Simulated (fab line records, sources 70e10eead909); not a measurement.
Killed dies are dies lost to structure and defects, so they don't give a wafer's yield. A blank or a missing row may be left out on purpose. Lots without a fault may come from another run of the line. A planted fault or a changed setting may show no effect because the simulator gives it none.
Chamber matching | flow nand_harc | NHARC_A_STAIRCASE_DESCUM_252 on rie_diel-11: 4 sister chambers
The step chemistry O2, time 3 s. 22 wafers are shown with their chamber, then 11 later ones without.

WAFERS WITH THEIR CHAMBER
wafer  | chamber | drypump_motor_current_A (A) | showerhead_plenum_p_Torr (Torr) | oes_product_au (a.u.)
L079.2 | 3       | 5.8                         | 1.82                            | 0.987
L079.5 | 3       | 5.9                         | 1.82                            | 0.991
L079.6 | 2       | 5.3                         | 1.84                            | 0.995
L080.1 | 3       | 5.8                         | 1.82                            | 0.994
L080.2 | 2       | 5.3                         | 1.83                            | 0.995
L080.6 | 3       | 5.8                         | 1.82                            | 0.993
L080.3 | 1       | 5.6                         | 1.77                            | 1.011
L080.4 | 1       | 5.6                         | 1.77                            | 1.012
L080.5 | 2       | 5.3                         | 1.83                            | 1.002
L084.1 | 0       | 6.3                         | 1.86                            | 0.995
L084.3 | 3       | 5.8                         | 1.82                            | 1.001
L084.4 | 2       | 5.3                         | 1.83                            | 1.008
L084.2 | 1       | 5.6                         | 1.77                            | 1.009
L084.5 | 2       | 5.3                         | 1.83                            | 0.999
L084.6 | 3       | 5.9                         | 1.82                            | 1.018
L091.1 | 2       | 5.3                         | 1.83                            | 0.994
L091.2 | 3       | 5.8                         | 1.81                            | 1.001
L091.3 | 1       | 5.6                         | 1.77                            | 1.006
L092.2 | 0       | 6.3                         | 1.86                            | 1.004
L092.3 | 3       | 5.9                         | 1.81                            | 1.012
L092.6 | 1       | 5.6                         | 1.76                            | 1.016
L092.1 | 2       | 5.3                         | 1.83                            | 1.011

SIGNATURES (means of the wafers above)
reading                  | chamber 0 | chamber 1 | chamber 2 | chamber 3 | scatter within a chamber
drypump_motor_current_A  | 6.300     | 5.600     | 5.300     | 5.838     | 0.0323
showerhead_plenum_p_Torr | 1.8600    | 1.7680    | 1.8314    | 1.8175    | 0.00419
oes_product_au           | 0.99950   | 1.01080   | 1.00057   | 0.99962   | 0.00807
Rule: a wafer's distance from a chamber is the root of the sum, over the readings, of the square of ((its reading less the chamber's mean) divided by the reading's scatter). The wafer belongs to the nearest chamber; if the next one is less than 2 further off, it can't be placed. The scatter: the root of (the sum of the squares of (reading less its chamber's mean) over the shown wafers, divided by (wafers less chambers)).

WAFERS WITHOUT THEIR CHAMBER
wafer  | drypump_motor_current_A (A) | showerhead_plenum_p_Torr (Torr) | oes_product_au (a.u.)
L092.4 | 5.6                         | 1.76                            | 1.018
L092.5 | 6.3                         | 1.86                            | 1.002
L094.2 | 6.3                         | 1.86                            | 0.992
L094.3 | 5.6                         | 1.76                            | 1.006
L094.5 | 6.3                         | 1.86                            | 0.998
L096.2 | 6.3                         | 1.86                            | 1.004
L096.4 | 6.3                         | 1.86                            | 0.988
L096.5 | 5.3                         | 1.82                            | 1.016
L095.1 | 5.6                         | 1.76                            | 1.018
L095.3 | 6.4                         | 1.86                            | 1.002
L095.6 | 5.3                         | 1.82                            | 1.003

WHICH CHAMBER EACH WENT THROUGH
wafer  | from the rows above | in truth
L092.4 | 1                   | 1
L092.5 | 0                   | 0
L094.2 | 0                   | 0
L094.3 | 1                   | 1
L094.5 | 0                   | 0
L096.2 | 0                   | 0
L096.4 | 0                   | 0
L096.5 | 2                   | 2
L095.1 | 1                   | 1
L095.3 | 0                   | 0
L095.6 | 2                   | 2
Placed correctly: 11 of 11. Can't be placed from these rows: 0. Placed wrongly: 0.
